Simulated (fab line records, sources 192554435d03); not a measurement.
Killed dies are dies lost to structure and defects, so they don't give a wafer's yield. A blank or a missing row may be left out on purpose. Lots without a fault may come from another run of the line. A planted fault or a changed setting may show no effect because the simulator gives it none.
One fault seen from 2 desks | flow n5_finfet | each desk has only its own numbers; what lay behind them comes last

THE METROLOGY DESK
What the gauges read, lot by lot, whatever tool the lot ran on: means of the sampled wafers that have a number. A lot is out of limits, marked OUT, if its mean lies more than 4 standard deviations from the usual mean; the brackets give that distance. Of its 11 readings 7 are shown: those that lie furthest out on some lot.
Columns: A = cd_nm at N5_SDB_CD_MEAS_11, usual 50.4 nm; B = DIBL_N at N5_BEOL_M4_RC_MEAS_101, usual 36.5 mV/V; C = DIBL_P at N5_BEOL_M4_RC_MEAS_101, usual 36.9 mV/V; D = IOFF_N at N5_BEOL_M4_RC_MEAS_101, usual 0.163 nA/um; E = IOFF_P at N5_BEOL_M4_RC_MEAS_101, usual 0.22 nA/um; F = SS_N at N5_BEOL_M4_RC_MEAS_101, usual 71.6 mV/dec; G = SS_P at N5_BEOL_M4_RC_MEAS_101, usual 73.4 mV/dec
lot  | first seen here | A    | B    | C    | D     | E    | F    | G
L572 | day 3 16:35     | 50.4 | 35.9 | 35.7 | 0.153 | 0.19 | 71.9 | 73.1
L573 | day 3 21:37     | 50.0 | 36.1 | 37.3 | 0.163 | 0.23 | 71.7 | 73.9
L578 | day 5 02:57     | 50.4 | 37.1 | 37.2 | 0.163 | 0.22 | 71.3 | 74.2
L583 | day 6 13:22     | 51.0 | 36.6 | 37.7 | 0.173 | 0.21 | 71.9 | 73.7
L586 | day 7 04:50     | 49.7 | 37.6 | 38.5 | 0.177 | 0.25 | 71.4 | 73.8
L587 | day 7 12:36     | 48.9 | 36.7 | 37.5 | 0.178 | 0.23 | 71.3 | 74.1
L588 | day 7 16:52     | 49.8 | 36.5 | 37.0 | 0.170 | 0.22 | 71.3 | 73.2
L589 | day 8 01:48     | 50.4 | 37.1 | 39.1 | 0.185 | 0.23 | 72.0 | 73.6
L593 | day 8 23:13     | 50.6 | 33.2 | 33.4 | 0.122 | 0.17 | 70.2 | 72.3
L595 | day 9 10:30     | 50.8 | 37.8 | 36.2 | 0.193 | 0.26 | 72.1 | 74.2
This desk's finding: nothing out of limits on any of the 10 lots.

THE TOOL OWNER'S DESK: ald_sin-01
The tool's own readings at N5_ILD0_ALD_15 (deposits SiNx, target thk 24 nm, pulse time 1 s, ald cycles 480): means of the sampled wafers that have a number, for each lot that ran on this tool. A lot is out of limits, marked OUT, if its mean lies more than 4 standard deviations from the usual mean; the brackets give that distance.
Columns: A = heater_power_w at N5_ILD0_ALD_15, usual 887 W; B = precursor_pulse_height_rel at N5_ILD0_ALD_15, usual 1.001
lot  | first seen here | A   | B
L572 | day 3 13:34     | 861 | 1.000
L578 | day 4 23:56     | 923 | 1.002
L583 | day 6 10:29     | 898 | 0.991
L586 | day 7 00:52     | 848 | 1.018
L587 | day 7 09:35     | 979 | 1.013
This desk's finding: nothing out of limits on any of the 5 lots.

PUT TOGETHER
The metrology desk saw nothing out of limits.
The tool owner's desk saw nothing out of limits.

WHAT THE SIMULATOR HAD PUT IN
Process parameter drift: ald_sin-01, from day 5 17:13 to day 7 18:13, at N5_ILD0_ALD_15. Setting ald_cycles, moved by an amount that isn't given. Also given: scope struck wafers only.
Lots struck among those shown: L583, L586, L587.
